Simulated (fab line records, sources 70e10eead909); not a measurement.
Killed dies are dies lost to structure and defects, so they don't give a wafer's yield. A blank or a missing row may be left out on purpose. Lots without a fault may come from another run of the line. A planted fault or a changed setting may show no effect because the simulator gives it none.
fab line records | flow nand_harc | part 1 of 2: steps 1 to 22 of 34
record lots=5 wafers=15 last_day=32
route steps=1302 shown P_BONDPAD@354 A_START@389
lots that met no fault: from a run of the same line without faults
start_h: hours from the record's first day to the start of the lot's first wafer shown | wait_h: hours since the lot's step before | " the same as in the row above | L1.1+2: a row that stands for several wafers | - no value, or no start given | * or withheld: withheld | < > ~ a bound
route shown NAME@n: a module of which the file shows steps, and the number in the route of the first | usual: mean/standard deviation of fault-free wafers | same: alike in all rows | chamber/n: place in a boat | sites: the reading at each site | _std_site: their standard deviation | _edge_site: outer sites' mean less inner sites' | radius_mm: how far each site lies from the wafer's centre | mask NAME#n: copy n | behind: the tool/chamber that last shaped the wafer | hold: why the lot was held/for how many hours/how that ended | device: the transistor (n, p or np) that didn't switch | end of line: the same wafers' tests at the end of the route | a step without rows: its recipe alone | killed: dies lost to structure and defects at the first sort, not the wafer's yield | map: a wafer's dies, x killed, . not, _ none there
set.NAME: the setting as run; set.NAME@STEP: as run at that earlier step | model.NAME: the simulator's own value behind a step, which no gauge read
lots at some steps of the route; a table a step, a row a wafer
services: from which hour (start_h, from the record's first day; less than 0 if before it) a tool's chamber was out of use, for how many hours, and why
## steps
# step NHARC_P_BONDPAD_SRD_34
# columns lot.wafer tool chamber start_h wait_h
L080.5+1+6 wet_bench-08 7,0,3 194.23 0.0
L081.2+4+1 wet_bench-10 4,0,1 204.01 0.0
L086.2+6+5 wet_bench-10 4,7,1 258.16 0.0
L093.6+1+3 wet_bench-10 7,0,1 331.07 0.0
L095.5+1+2 wet_bench-10 6,7,2 345.95 0.0
# step NHARC_P_BONDPAD_DEHYDRATE_01
# recipe temp_c=150 time_s=120
# usual resist_line_temp_C=23.01/0.1
# columns lot.wafer tool chamber start_h wait_h resist_line_temp_C
L080.1 litho_track-02 0 194.31 0.1 22.89
L080.5 " 0 " " 23.07
L080.6 " 0 " " 22.99
L081.1 litho_track-05 0 204.09 0.1 23.12
L081.2 " 0 " " 23.14
L081.4 " 0 " " 23.11
L086.2 litho_track-02 0 258.24 0.1 22.94
L086.5 " 0 " " 22.99
L086.6 " 0 " " 23.22
L093.1 litho_track-05 0 331.14 0.1 22.91
L093.3 " 0 " " 22.98
L093.6 " 0 " " 23.13
L095.1 litho_track-05 0 346.02 0.1 22.95
L095.2 " 0 " " 22.87
L095.5 " 0 " " 23.00
# step NHARC_P_BONDPAD_HMDS_02
# recipe time_s=30
# usual resist_line_temp_C=23.02/0.1
# columns lot.wafer tool chamber start_h wait_h resist_line_temp_C
L080.1 litho_track-02 0 - - 22.94
L080.5 " 0 " " 23.13
L080.6 " 0 " " 22.97
L081.1 litho_track-05 0 - - 22.86
L081.2 " 0 " " 23.14
L081.4 " 0 " " 22.96
L086.2 litho_track-02 0 - - 22.98
L086.5 " 0 " " 22.96
L086.6 " 0 " " 22.99
L093.1 litho_track-05 0 - - 22.96
L093.3 " 0 " " 23.26
L093.6 " 0 " " 23.04
L095.1 litho_track-05 0 - - 22.94
L095.2 " 0 " " 22.93
L095.5 " 0 " " 23.23
# step NHARC_P_BONDPAD_COAT_36
# recipe temp_c=200 time_s=65
# usual resist_line_temp_C=23.01/0.1
# columns lot.wafer tool chamber start_h wait_h resist_line_temp_C
L080.1 litho_track-02 0 - - 23.01
L080.5 " 0 " " 23.04
L080.6 " 0 " " 22.98
L081.1 litho_track-05 0 - - 23.06
L081.2 " 0 " " 23.16
L081.4 " 0 " " 23.05
L086.2 litho_track-02 0 - - 23.09
L086.5 " 0 " " 23.07
L086.6 " 0 " " 23.17
L093.1 litho_track-05 0 - - 23.05
L093.3 " 0 " " 22.98
L093.6 " 0 " " 22.99
L095.1 litho_track-05 0 - - 23.05
L095.2 " 0 " " 22.88
L095.5 " 0 " " 22.97
# step NHARC_P_BONDPAD_COAT_03
# recipe spin_rpm=2000 resist_thk_nm=600
# usual resist_line_temp_C=23.00/0.1
# columns lot.wafer tool chamber start_h wait_h resist_line_temp_C
L080.1 litho_track-02 0 - - 23.05
L080.5 " 0 " " 22.99
L080.6 " 0 " " 23.05
L081.1 litho_track-05 0 - - 22.90
L081.2 " 0 " " 22.93
L081.4 " 0 " " 22.91
L086.2 litho_track-02 0 - - 22.97
L086.5 " 0 " " 23.06
L086.6 " 0 " " 23.09
L093.1 litho_track-05 0 - - 23.10
L093.3 " 0 " " 23.01
L093.6 " 0 " " 22.94
L095.1 litho_track-05 0 - - 23.01
L095.2 " 0 " " 23.00
L095.5 " 0 " " 22.97
# step NHARC_P_BONDPAD_SOFTBAKE_04
# recipe temp_c=125 time_s=70
# usual resist_line_temp_C=23.00/0.1
# columns lot.wafer tool chamber start_h wait_h resist_line_temp_C
L080.1 litho_track-02 0 - - 22.97
L080.5 " 0 " " 23.02
L080.6 " 0 " " 23.10
L081.1 litho_track-05 0 - - 22.97
L081.2 " 0 " " 23.01
L081.4 " 0 " " 22.85
L086.2 litho_track-02 0 - - 23.02
L086.5 " 0 " " 22.98
L086.6 " 0 " " 23.02
L093.1 litho_track-05 0 - - 23.11
L093.3 " 0 " " 23.08
L093.6 " 0 " " 23.07
L095.1 litho_track-05 0 - - 22.88
L095.2 " 0 " " 22.90
L095.5 " 0 " " 22.94
# step NHARC_P_BONDPAD_EBR_05
# usual resist_line_temp_C=23.01/0.12
# columns lot.wafer tool chamber start_h wait_h resist_line_temp_C
L080.1 litho_track-02 0 - - 22.85
L080.5 " 0 " " 22.95
L080.6 " 0 " " 22.97
L081.1 litho_track-05 0 - - 23.02
L081.2 " 0 " " 22.78
L081.4 " 0 " " 22.91
L086.2 litho_track-02 0 - - 22.90
L086.5 " 0 " " 23.11
L086.6 " 0 " " 23.08
L093.1 litho_track-05 0 - - 23.10
L093.3 " 0 " " 23.04
L093.6 " 0 " " 23.17
L095.1 litho_track-05 0 - - 22.88
L095.2 " 0 " " 22.98
L095.5 " 0 " " 22.82
# step NHARC_P_BONDPAD_EXPOSE_06
# recipe na=0.55 dose_mj=37.06 mask_id=P_BPAD
# usual exposure_dose_mJ_cm2=37.01/0.043
# same na=0.55
# columns lot.wafer tool chamber start_h wait_h mask exposure_dose_mJ_cm2
L080.1 krf_scanner-03 0 194.47 - P_BPAD#0 37.07
L080.5 " 0 " " P_BPAD#0 36.96
L080.6 " 0 " " P_BPAD#0 37.06
L081.1 krf_scanner-01 0 204.38 - P_BPAD#0 37.02
L081.2 " 0 " " P_BPAD#0 37.03
L081.4 " 0 " " P_BPAD#0 37.01
L086.2 krf_scanner-01 0 258.41 - P_BPAD#0 37.04
L086.5 " 0 " " P_BPAD#0 37.01
L086.6 " 0 " " P_BPAD#0 37.04
L093.1 krf_scanner-03 0 331.44 - P_BPAD#0 36.97
L093.3 " 0 " " P_BPAD#0 37.00
L093.6 " 0 " " P_BPAD#0 36.99
L095.1 krf_scanner-01 0 346.31 - P_BPAD#0 37.06
L095.2 " 0 " " P_BPAD#0 37.05
L095.5 " 0 " " P_BPAD#0 37.08
# step NHARC_P_BONDPAD_PEB_07
# recipe peb_temp_c=128 peb_time_s=80
# usual resist_line_temp_C=23.02/0.11
# columns lot.wafer tool chamber start_h wait_h resist_line_temp_C
L080.1 litho_track-07 0 194.54 0.1 22.99
L080.5 " 0 " " 22.87
L080.6 " 0 " " 23.01
L081.1 litho_track-07 0 204.45 0.1 23.07
L081.2 " 0 " " 22.85
L081.4 " 0 " " 22.93
L086.2 litho_track-05 0 258.47 0.1 22.95
L086.5 " 0 " " 22.96
L086.6 " 0 " " 22.91
L093.1 litho_track-02 0 331.51 0.1 23.18
L093.3 " 0 " " 23.10
L093.6 " 0 " " 22.95
L095.1 litho_track-02 0 346.38 0.1 22.96
L095.2 " 0 " " 22.98
L095.5 " 0 " " 23.19
# step NHARC_P_BONDPAD_DEVELOP_08
# recipe time_s=50 dev_temp_c=22
# usual resist_line_temp_C=23.01/0.11
# columns lot.wafer tool chamber start_h wait_h resist_line_temp_C
L080.1 litho_track-07 0 - - 22.95
L080.5 " 0 " " 22.95
L080.6 " 0 " " 22.92
L081.1 litho_track-07 0 - - 22.90
L081.2 " 0 " " 23.05
L081.4 " 0 " " 23.06
L086.2 litho_track-05 0 - - 23.05
L086.5 " 0 " " 23.00
L086.6 " 0 " " 22.94
L093.1 litho_track-02 0 - - 23.01
L093.3 " 0 " " 23.00
L093.6 " 0 " " 23.02
L095.1 litho_track-02 0 - - 23.23
L095.2 " 0 " " 23.12
L095.5 " 0 " " 23.25
# step NHARC_P_BONDPAD_CD_MEAS_09
# recipe target_cd_nm=500 landing_energy_ev=500
# usual cd_nm=501.4/2.9
# columns lot.wafer tool chamber start_h wait_h cd_nm
L080.1 cd_sem-01 0 194.62 - 505.8
L080.5 " 0 " " 499.8
L080.6 " 0 " " 502.1
L081.1 cd_sem-02 0 204.53 - 503.0
L081.2 " 0 " " 499.4
L081.4 " 0 " " 505.7
L086.2 cd_sem-03 0 258.56 - 499.4
L086.5 " 0 " " 502.8
L086.6 " 0 " " 503.5
L093.1 cd_sem-02 0 331.60 - 500.0
L093.3 " 0 " " 495.6
L093.6 " 0 " " 499.3
L095.1 cd_sem-01 0 346.46 - 500.0
L095.2 " 0 " " 501.2
L095.5 " 0 " " 503.0
# step NHARC_P_BONDPAD_OVL_MEAS_38
# usual overlay_x_nm=-1/4.6 overlay_y_nm=0/6.6
# columns lot.wafer tool chamber start_h wait_h overlay_x_nm overlay_y_nm
L080.1 overlay-01 - 194.71 - -3 -7
L080.5 " - " " -2 -6
L080.6 " - " " -3 -6
L081.1 overlay-01 - 204.62 - 6 3
L081.2 " - " " 6 3
L081.4 " - " " 6 3
L086.2 overlay-01 - 258.64 - -4 -9
L086.5 " - " " -5 -8
L086.6 " - " " -4 -8
L093.1 overlay-01 - 331.69 - -9 2
L093.3 " - " " -9 2
L093.6 " - " " -9 2
L095.1 overlay-02 - 346.55 - 6 9
L095.2 " - " " 6 9
L095.5 " - " " 6 9
# step NHARC_P_BONDPAD_HARDBAKE_10
# recipe temp_c=118 time_s=65
# usual resist_line_temp_C=22.97/0.1
# columns lot.wafer tool chamber start_h wait_h resist_line_temp_C
L080.1 litho_track-02 0 194.76 0.0 22.94
L080.5 " 0 " " 23.19
L080.6 " 0 " " 22.94
L081.1 litho_track-02 0 204.67 0.0 23.05
L081.2 " 0 " " 23.03
L081.4 " 0 " " 22.71
L086.2 litho_track-07 0 258.69 0.0 22.93
L086.5 " 0 " " 22.88
L086.6 " 0 " " 22.90
L093.1 litho_track-02 0 331.73 0.0 22.99
L093.3 " 0 " " 22.91
L093.6 " 0 " " 22.86
L095.1 litho_track-02 0 346.60 0.0 22.93
L095.2 " 0 " " 23.01
L095.5 " 0 " " 23.10
# step NHARC_P_BONDPAD_DESCUM_11
# recipe time_s=3 o2_flow_sccm=200 ar_flow_sccm=0 bias_power_w=0 chemistry=O2
# usual drypump_motor_current_A=5.4/0.4 oes_product_au=0.996/0.012 rf_vpp_V=57.9/0.83 showerhead_plenum_p_Torr=1.95/0.057 throttle_valve_pct=11.310/0.0091
# columns lot.wafer tool chamber start_h wait_h drypump_motor_current_A oes_product_au rf_hours_counter_h rf_vpp_V showerhead_plenum_p_Torr throttle_valve_pct
L080.1 rie_diel-06 1 194.85 - 5.0 0.974 3.5 58.2 2.00 11.297
L080.6 " 3 " " 5.5 0.980 - 57.4 2.01 11.307
L080.5 " 0 " " 5.3 0.982 - 58.5 1.92 11.313
L081.1 rie_diel-04 2 204.75 - 5.6 0.995 0.8 59.2 1.96 11.308
L081.2 " 3 " " 5.6 0.982 0.2 56.8 1.91 11.302
L081.4 " 2 " " 5.6 0.998 - 57.6 1.96 11.308
L086.2 rie_diel-05 3 258.78 - 6.7 0.979 2.6 57.9 1.84 11.298
L086.5 " 1 " " 5.7 0.983 - 57.0 1.94 11.320
L086.6 " 2 " " 6.0 1.021 - 57.8 2.00 11.305
L093.3 rie_diel-06 2 331.81 - 5.4 1.014 0.3 57.9 1.86 11.319
L093.1 " 3 " " 5.5 0.986 0.3 58.3 2.01 11.303
L093.6 " 2 " " 5.4 1.012 - 56.7 1.86 11.300
L095.2 rie_diel-04 3 346.68 - 5.6 0.991 4.9 56.5 1.91 11.306
L095.1 " 0 " " 4.9 0.991 5.1 56.6 1.93 11.303
L095.5 " 0 " " 4.8 0.998 - 57.9 1.93 11.309
# step NHARC_P_BONDPAD_ETCH_37
# recipe target_depth_a=600 overetch_a=180 time_s=65.91 ion_energy_ev=200 n2_flow_sccm=150 h2_flow_sccm=150 ar_flow_sccm=0 rf_w=400 bias_w=150 chemistry=N2/H2
# usual drypump_motor_current_A=5.5/0.4 oes_product_au=0.996/0.013 rf_vpp_V=431.4/1.8 showerhead_plenum_p_Torr=2.07/0.062 throttle_valve_pct=14.171/0.0092
# columns lot.wafer tool chamber start_h wait_h drypump_motor_current_A oes_product_au rf_hours_counter_h rf_vpp_V showerhead_plenum_p_Torr throttle_valve_pct
L080.1 rie_diel-06 1 194.94 0.1 5.0 0.975 3.5 434.0 2.13 14.172
L080.6 " 2 " " 5.4 1.002 - 429.9 1.98 14.166
L080.5 " 3 " " 5.5 0.977 - 434.8 2.15 14.166
L081.1 rie_diel-04 2 204.86 0.1 5.5 0.990 0.8 433.0 2.09 14.163
L081.2 " 3 " " 5.6 0.983 0.3 431.4 2.03 14.167
L081.4 " 2 " " 5.5 0.993 - 434.0 2.09 14.176
L086.2 rie_diel-05 1 258.86 0.1 5.7 0.988 0.7 432.0 2.07 14.155
L086.6 " 0 " " 6.3 1.012 - 430.5 2.00 14.179
L086.5 " 1 " " 5.7 0.995 - 430.9 2.07 14.168
L093.3 rie_diel-06 3 331.89 0.1 5.5 0.993 0.3 433.8 2.15 14.176
L093.1 " 0 " " 5.3 1.014 0.3 429.5 2.05 14.180
L093.6 " 3 " " 5.5 0.985 - 431.2 2.15 14.158
L095.1 rie_diel-04 3 346.78 0.1 5.5 0.993 4.9 429.6 2.03 14.150
L095.2 " 2 " " 5.6 0.992 4.8 431.5 2.09 14.161
L095.5 " 0 " " 4.9 0.999 - 430.7 2.06 14.175
# step NHARC_P_BONDPAD_ETCH_12
# recipe target_depth_a=2000 time_s=100 chf3_flow_sccm=50 o2_flow_sccm=10 ar_flow_sccm=200 rf_w=500 bias_w=200 chemistry=CHF3/O2
# usual drypump_motor_current_A=5.5/0.43 oes_product_au=0.942/0.027 rf_vpp_V=371.4/1.7 showerhead_plenum_p_Torr=2.44/0.07 throttle_valve_pct=20.574/0.0088
# columns lot.wafer tool chamber start_h wait_h drypump_motor_current_A oes_product_au rf_hours_counter_h rf_vpp_V showerhead_plenum_p_Torr throttle_valve_pct
L080.1 rie_diel-06 3 - - 5.5 0.913 1.8 372.0 2.52 20.580
L080.6 " 1 " " 5.0 0.907 - 372.9 2.50 20.586
L080.5 " 2 " " 5.4 0.928 - 368.8 2.34 20.571
L081.2 rie_diel-04 2 - - 5.6 0.953 0.9 372.9 2.46 20.586
L081.1 " 0 " " 4.9 0.950 1.0 370.2 2.42 20.569
L081.4 " 0 " " 4.9 0.952 - 370.7 2.42 20.573
L086.2 rie_diel-05 0 - - 6.3 0.979 2.7 370.1 2.36 20.564
L086.5 " 3 " " 6.7 0.956 - 369.9 2.32 20.569
L086.6 " 0 " " 6.3 0.979 - 369.0 2.36 20.573
L093.3 rie_diel-06 1 - - 5.0 0.966 0.4 371.8 2.50 20.579
L093.1 " 2 " " 5.4 0.967 0.3 369.5 2.34 20.568
L093.6 " 2 " " 5.4 0.979 - 368.3 2.34 20.587
L095.2 rie_diel-04 0 - - 4.9 0.924 5.2 370.3 2.42 20.573
L095.1 " 3 " " 5.5 0.924 5.0 370.1 2.39 20.576
L095.5 " 0 " " 4.9 0.918 - 371.2 2.42 20.587
# step NHARC_P_BONDPAD_CD_MEAS_13
# usual cd_nm=501/3.1
# columns lot.wafer tool chamber start_h wait_h cd_nm
L080.1 cd_sem-02 - 195.15 - 506
L080.5 " - " " 498
L080.6 " - " " 503
L081.1 cd_sem-03 - 205.11 - 502
L081.2 " - " " 499
L081.4 " - " " 505
L086.2 cd_sem-02 - 259.08 - 502
L086.5 " - " " 505
L086.6 " - " " 505
L093.1 cd_sem-03 - 332.12 - 498
L093.3 " - " " 497
L093.6 " - " " 499
L095.1 cd_sem-02 - 347.04 - 499
L095.2 " - " " 500
L095.5 " - " " 502
# step NHARC_P_BONDPAD_STRIP_15
# recipe o2_flow_sccm=500 ar_flow_sccm=0 bias_w=0 chemistry=O2
# usual drypump_motor_current_A=5.5/0.49 oes_product_au=0.995/0.014 rf_vpp_V=58.0/0.79 showerhead_plenum_p_Torr=3.58/0.1 throttle_valve_pct=17.036/0.0095
# columns lot.wafer tool chamber start_h wait_h drypump_motor_current_A oes_product_au rf_hours_counter_h rf_vpp_V showerhead_plenum_p_Torr throttle_valve_pct
L080.1 rie_diel-04 0 195.25 0.1 4.9 0.984 0.1 57.4 3.56 17.041
L080.5 " 3 " " 5.6 0.993 - 57.2 3.52 17.047
L080.6 " 0 " " 4.9 0.983 - 57.0 3.56 17.031
L081.2 rie_diel-06 3 205.20 0.1 5.5 0.989 2.0 57.1 3.70 17.030
L081.4 " 0 " " 5.3 0.979 3.3 58.8 3.54 17.043
L081.1 " 1 " " 5.1 0.967 3.7 58.9 3.67 17.040
L086.2 rie_diel-06 1 259.17 0.1 5.0 0.991 6.9 56.9 3.67 17.040
L086.5 " 0 " " 5.3 0.990 - 58.6 3.54 17.030
L086.6 " 1 " " 5.0 0.981 - 59.1 3.67 17.029
L093.3 rie_diel-04 0 332.20 0.1 4.9 0.984 4.7 58.2 3.56 17.044
L093.1 " 1 " " 5.3 0.981 3.5 58.9 3.75 17.036
L093.6 " 0 " " 4.9 0.990 - 56.9 3.56 17.044
L095.2 rie_diel-06 3 347.13 0.1 5.5 0.992 1.1 57.7 3.70 17.036
L095.1 " 0 " " 5.3 1.012 1.3 57.9 3.54 17.029
L095.5 " 2 " " 5.4 1.018 - 59.1 3.44 17.032
# step NHARC_P_BONDPAD_ETCH_24
# recipe target_depth_a=300 over_etch_frac=0.3 time_s=72.99 ion_energy_ev=150 cf4_flow_sccm=50 n2_flow_sccm=100 ar_flow_sccm=150 rf_w=300 bias_w=100 chemistry=CF4/N2
# usual drypump_motor_current_A=5.5/0.49 oes_product_au=0.996/0.013 rf_vpp_V=314.9/1.5 showerhead_plenum_p_Torr=2.67/0.078 throttle_valve_pct=19.795/0.0086
# columns lot.wafer tool chamber start_h wait_h drypump_motor_current_A oes_product_au rf_hours_counter_h rf_vpp_V showerhead_plenum_p_Torr throttle_valve_pct
L080.1 rie_diel-04 3 195.48 0.2 5.6 0.994 0.2 314.1 2.62 19.796
L080.6 " 0 " " 4.9 0.985 - 315.6 2.65 19.789
L080.5 " 3 " " 5.5 0.991 - 315.0 2.62 19.796
L081.4 rie_diel-06 1 - - 5.0 0.979 3.7 318.0 2.73 19.793
L081.2 " 3 " " 5.5 0.990 2.0 315.2 2.76 19.797
L081.1 " 0 " " 5.2 0.992 3.3 313.4 2.63 19.801
L086.2 rie_diel-06 1 - - 5.0 0.997 6.9 317.5 2.73 19.819
L086.5 " 1 " " 5.1 0.989 - 316.4 2.73 19.793
L086.6 " 2 " " 5.3 1.017 - 313.1 2.56 19.782
L093.3 rie_diel-04 0 - - 4.9 0.991 4.7 314.7 2.65 19.791
L093.1 " 3 " " 5.5 1.004 4.4 313.6 2.62 19.787
L093.6 " 1 " " 5.3 0.988 - 317.3 2.79 19.789
L095.2 rie_diel-06 1 - - 5.0 0.991 1.4 316.7 2.73 19.795
L095.1 " 3 " " 5.5 1.003 1.2 315.2 2.75 19.804
L095.5 " 2 " " 5.4 1.021 - 313.2 2.56 19.781
# step NHARC_P_BONDPAD_STRIP_16
# recipe time_s=600 temp_c=30 chemistry=post_etch_residue_remover
# columns lot.wafer tool chamber start_h wait_h
L080.5+6+1 wet_bench-08 4,6,0 195.64 0.1
L081.2+4+1 wet_bench-10 5,6,2 205.46 -
L086.6+5+2 wet_bench-10 1,4,5 259.44 -
L093.1+3+6 wet_bench-08 0,2,4 332.48 -
L095.5+1+2 wet_bench-08 4,6,7 347.40 -
# step NHARC_P_BONDPAD_DEGAS_25
# recipe temp_c=300 time_s=60
# usual heater_power_w=472/51
# columns lot.wafer tool chamber start_h wait_h heater_power_w
L080.1 pvd_sputter-02 - 195.93 - 490
L080.6 " - " " 599
L080.5 " - " " 457
L081.2 pvd_sputter-03 - 205.74 - 537
L081.1 " - " " 499
L081.4 " - " " 515
L086.2 pvd_sputter-01 - 259.71 - 448
L086.6 " - " " 447
L086.5 " - " " 432
L093.1 pvd_sputter-03 - 332.77 - 401
L093.3 " - " " 549
L093.6 " - " " 504
L095.2 pvd_sputter-02 - 347.68 - 564
L095.1 " - " " 454
L095.5 " - " " 486
# step NHARC_P_BONDPAD_PRE_CLEAN_26
# recipe time_s=30 temp_c=280 gas=H2/He
# usual heater_power_w=411/43
# columns lot.wafer tool chamber start_h wait_h heater_power_w
L080.1 pvd_sputter-02 - - - 415
L080.6 " - " " 401
L080.5 " - " " 408
L081.4 pvd_sputter-03 - - - 489
L081.1 " - " " 438
L081.2 " - " " 444
L086.2 pvd_sputter-01 - - - 391
L086.5 " - " " 391
L086.6 " - " " 361
L093.3 pvd_sputter-03 - - - 359
L093.1 " - " " 449
L093.6 " - " " 436
L095.2 pvd_sputter-02 - - - 426
L095.1 " - " " 504
L095.5 " - " " 407
